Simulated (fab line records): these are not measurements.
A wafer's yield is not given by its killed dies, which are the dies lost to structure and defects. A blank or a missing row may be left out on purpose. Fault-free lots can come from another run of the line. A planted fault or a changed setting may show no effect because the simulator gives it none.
A lot that was struck, set against a sound lot	flow n5Finfet	37 steps out of a route of 1938
Sound: wafers L529.1, L529.5, L529.6. Wafers L512.1, L512.2, L512.6 were the ones struck. The cause is named last.
Per side, at each step with rows, come the tool, then ch with its chambers, and then its first start. Under that, the readings that differ: sound wafers	struck wafers	difference of the means	sigmas: that difference in standard deviations of wafers without a fault.
alike: a reading whose means differ by less than 2 such deviations, as well as words and numbers matching on both sides. not compared: withheld readings; readings where some wafer has no value; bounds like >300 that might hide an equal value; numbers whose values overlap and for which the record gives no deviation.
A row with sigmas, a row that says differs or no value, or rows on one side alone: a step with any of these is where the two part. Numbers that have no deviation but don't overlap get no sigmas and don't part them. Lack of a reading on every wafer of one side parts them only where that side has two or more wafers.

first, 9 steps without rows for these wafers: N5_SDB_PRECLEAN_38 (cleans in dHF, time 10 s); N5_SDB_PRECLEAN_39 (cleans in O3/DIW, time 45 s); N5_SDB_SRD_28 (time 30 s); N5_SDB_ALD_29 (deposits SiNx, target thk 30 nm, pulse time 1 s, ald cycles 600); N5_SDB_CMP_30 (polishes, stops on poly-Si, t overpolish 1.54 s, target thk 30 nm); N5_DUMMY_REMOVAL_HM_STRIP_01 (strips SiNx in CH3F/O2, stops on poly-Si, target depth 4 nm, time 6.8 s); N5_DUMMY_REMOVAL_STRIP_10 (strips in N2/H2, time 40 s); N5_DUMMY_REMOVAL_PRECLEAN_07 (cleans in dHF, time 30 s); N5_DUMMY_REMOVAL_DUMMY_REMOVE_02 (chemistry TMAH, target poly-Si, stops on SiO2, target depth 142 nm, time 57 s, rinse time 30 s).
N5_DUMMY_REMOVAL_PRECLEAN_08: cleans in NF3:NH3, afs cycles 2, time 20 s, sublimation time 60 s.
  sound on remotePlasma-02 ch 0, day 9 06:37; struck on remotePlasma-02 ch 0, day 5 01:16
  alike: rfPowerW
then, 26 steps without rows for these wafers: N5_DUMMY_REMOVAL_PRECLEAN_04 (cleans in DHF, time 37 s); N5_DUMMY_REMOVAL_SRD_05 (time 30 s); N5_HKMG_FIN_IL_REGROW_00 (material SiO2, chemistry O3, target thk 0.75 nm, time 30 s); N5_HKMG_FIN_HK_ALD_01 (deposits HfO2, target thk 1.6 nm, pulse time 3 s, purge time 3 s); N5_HKMG_FIN_HK_ANNEAL_02 (time 30 s); N5_HKMG_FIN_ALD_74 (deposits La2O3, target thk 0.5 nm, pulse time 6 s, co reactant pulse time 1 s); N5_HKMG_FIN_ALD_75 (deposits Al2O3, target thk 1 nm, co reactant pulse time 1 s); N5_HKMG_FIN_COAT_41 (time 60 s, resist thk 300 nm); N5_HKMG_FIN_COAT_42 (time 60 s, resist thk 35 nm); N5_HKMG_FIN_COAT_43 (resist thk 90 nm); N5_HKMG_FIN_EBR_45; N5_HKMG_FIN_SOFTBAKE_44 (time 60 s); N5_HKMG_FIN_EXPOSE_46 (exposes mask NDIPOLE); N5_HKMG_FIN_PEB_47 (peb time 60 s); N5_HKMG_FIN_DEVELOP_48 (develop time 30 s); N5_HKMG_FIN_DESCUM_53 (chemistry O2, time 7.9 s); N5_HKMG_FIN_ETCH_54 (etches SiARC in CF4, target depth 45.5 nm, time 75.8 s); N5_HKMG_FIN_ETCH_55 (etches SOC in N2/H2, target depth 240 nm, time 300 s); N5_HKMG_FIN_STRIP_56 (strips in N2/H2); N5_HKMG_FIN_STRIP_57 (strips in CF4); N5_HKMG_FIN_ETCH_58 (etches SOC in N2/H2, target depth 215.8 nm, time 741 s); N5_HKMG_FIN_STRIP_93 (strips SOC in N2/H2, time 20 s); N5_HKMG_FIN_WET_ETCH_76 (etches Al2O3 in dNH4OH, stops on La2O3, target depth 2.25 nm, rinse time 30 s); N5_HKMG_FIN_STRIP_60 (strips in N2/H2, time 360 s); N5_HKMG_FIN_WET_ETCH_77 (etches La2O3 in dHCl, stops on HfO2, target depth 2 nm); N5_HKMG_FIN_WET_ETCH_78 (etches Al2O3 in dNH4OH, stops on La2O3, target depth 4.5 nm, rinse time 30 s).
-- record jumps: 9 days separate the struck wafers' starts on either side; left off in module HKMG_FIN, taken up again in module PASSIVATION, whose first shown step is the route's number 1936 --
N5_PASSIVATION_PROBE_49:
  record: rows for the struck wafers here (prober-01, day 14 10:30), none for the sound ones

WHERE THEY PART
Only at N5_PASSIVATION_PROBE_49, within this record.

WHY: what the simulator had put in
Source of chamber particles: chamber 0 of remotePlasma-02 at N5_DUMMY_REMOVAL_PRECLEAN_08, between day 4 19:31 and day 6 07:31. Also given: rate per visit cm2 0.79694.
